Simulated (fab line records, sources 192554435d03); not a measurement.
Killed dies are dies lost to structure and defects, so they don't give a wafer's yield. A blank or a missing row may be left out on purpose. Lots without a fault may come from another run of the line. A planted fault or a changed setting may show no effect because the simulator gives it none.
Chamber matching | flow n5_finfet | N5_BEOL_M3_DEP_57 on pecvd-03: 3 sister chambers
The step deposits SiCN from 3MS/NH3, target thk 8 nm, time 14 s. 6 wafers are shown with their chamber, then 7 later ones without.

WAFERS WITH THEIR CHAMBER
wafer  | chamber | showerhead_plenum_p_Torr (Torr) | throttle_valve_pct (%)
L078.4 | 1       | 3.669                           | 9.8
L091.1 | 1       | 3.673                           | 9.5
L096.4 | 2       | 3.647                           | 8.8
L096.6 | 0       | 3.692                           | 9.1
L092.3 | 0       | 3.681                           | 9.1
L092.5 | 2       | 3.648                           | 8.7

WAFERS WITHOUT THEIR CHAMBER
wafer  | showerhead_plenum_p_Torr (Torr) | throttle_valve_pct (%)
L092.6 | 3.684                           | 8.9
L095.1 | 3.665                           | 9.6
L095.3 | 3.694                           | 9.0
L095.4 | 3.641                           | 8.8
L097.1 | 3.677                           | 9.2
L097.5 | 3.643                           | 8.8
L097.6 | 3.693                           | 9.1

WHICH CHAMBER EACH WENT THROUGH
wafer  | from the rows above     | in truth
L092.6 | 0                       | 0
L095.1 | 1                       | 1
L095.3 | 0                       | 0
L095.4 | 2                       | 2
L097.1 | can't be placed: 0 or 1 | 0
L097.5 | 2                       | 2
L097.6 | 0                       | 0
Placed correctly: 6 of 7. Can't be placed from these rows: 1 (the true chamber is among the candidates in 1). Placed wrongly: 0.
How it was worked out, from the rows above alone: a wafer's distance from a chamber is the root of the sum, over the readings, of the square of ((its reading less the chamber's mean) divided by the reading's scatter). The wafer belongs to the nearest chamber; if the next one is less than 2 further off, it can't be placed. A chamber's mean is the mean of its shown wafers. The scatter: the root of (the sum of the squares of (reading less its chamber's mean) over the shown wafers, divided by (wafers less chambers)).
